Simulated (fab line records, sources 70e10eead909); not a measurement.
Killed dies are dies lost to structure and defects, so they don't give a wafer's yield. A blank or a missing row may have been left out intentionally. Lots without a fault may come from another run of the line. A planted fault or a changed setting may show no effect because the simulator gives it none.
Matching of chambers | flow nand_harc | NHARC_A_M0_CMP_23 on cmp-01: 4 sister chambers
The step polishes, t overpolish 20 s, target thk 113.75 nm. 14 wafers are shown with their chamber, then 7 later ones without.

## WAFERS WITH THEIR CHAMBER
wafer  | chamber | edge_zone_pressure_frac | motor_current_A (A) | time_to_endpoint_s (s)
L438.2 | 0       | 1.002                   | 11.7                | 30.8
L438.4 | 2       | 1.003                   | 11.1                | 29.6
L438.5 | 0       | 1.001                   | 11.7                | 34.0
L439.3 | 2       | 0.997                   | 12.1                | 29.2
L439.4 | 3       | 0.998                   | 11.1                | 30.5
L439.6 | 3       | 0.996                   | 11.2                | 31.0
L440.2 | 1       | 0.996                   | 11.9                | 29.9
L440.4 | 2       | 0.992                   | 11.5                | 31.3
L440.5 | 1       | 0.997                   | 11.5                | 29.9
L441.1 | 2       | 1.004                   | 11.8                | 30.4
L441.2 | 0       | 1.001                   | 11.7                | 32.0
L441.4 | 3       | 0.996                   | 11.0                | 30.4
L446.3 | 0       | 1.007                   | 11.9                | 29.3
L446.4 | 3       | 0.994                   | 11.6                | 27.5

SIGNATURES (averages over the wafers above)
reading                 | chamber 0 | chamber 1 | chamber 2 | chamber 3 | scatter within a chamber
edge_zone_pressure_frac | 1.00275   | 0.99650   | 0.99900   | 0.99600   | 0.00357
motor_current_A         | 11.750    | 11.700    | 11.625    | 11.225    | 0.294
time_to_endpoint_s      | 31.525    | 29.900    | 30.125    | 29.850    | 1.48
Rule: a wafer lies at a distance from a chamber equal to the root of the sum of squares, over the readings, of (its reading less the chamber's mean, divided by the reading's scatter). If the next closest chamber is less than 2 further off than the closest, the wafer can't be placed; otherwise it belongs to the closest. How the scatter is found: for the shown wafers, subtract from each reading the mean of its chamber, square and add these, divide the total by (wafers less chambers), then take the root.

## WAFERS WITH NO CHAMBER GIVEN
wafer  | edge_zone_pressure_frac | motor_current_A (A) | time_to_endpoint_s (s)
L446.6 | 0.997                   | 11.5                | 26.5
L450.2 | 1.002                   | 11.4                | 29.1
L450.4 | 1.000                   | 11.9                | 29.0
L450.6 | 1.006                   | 12.3                | 26.4
L452.1 | 0.991                   | 10.8                | 28.9
L452.4 | 0.993                   | 11.9                | 31.2
L452.5 | 0.994                   | 11.5                | 28.0

## WHICH CHAMBER EACH WENT THROUGH
wafer  | from the rows above               | in truth
L446.6 | can't be placed: 1 or 3 or 2 or 0 | 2
L450.2 | can't be placed: 2 or 3 or 1 or 0 | 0
L450.4 | can't be placed: 2 or 1 or 0 or 3 | 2
L450.6 | can't be placed: 2 or 0 or 1 or 3 | 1
L452.1 | can't be placed: 3 or 1 or 2      | 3
L452.4 | can't be placed: 1 or 2 or 3 or 0 | 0
L452.5 | can't be placed: 1 or 3 or 2 or 0 | 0
0 of 7 placed correctly. Can't be placed from these rows: 7 (the true chamber is among the candidates in 7). 0 placed wrongly.
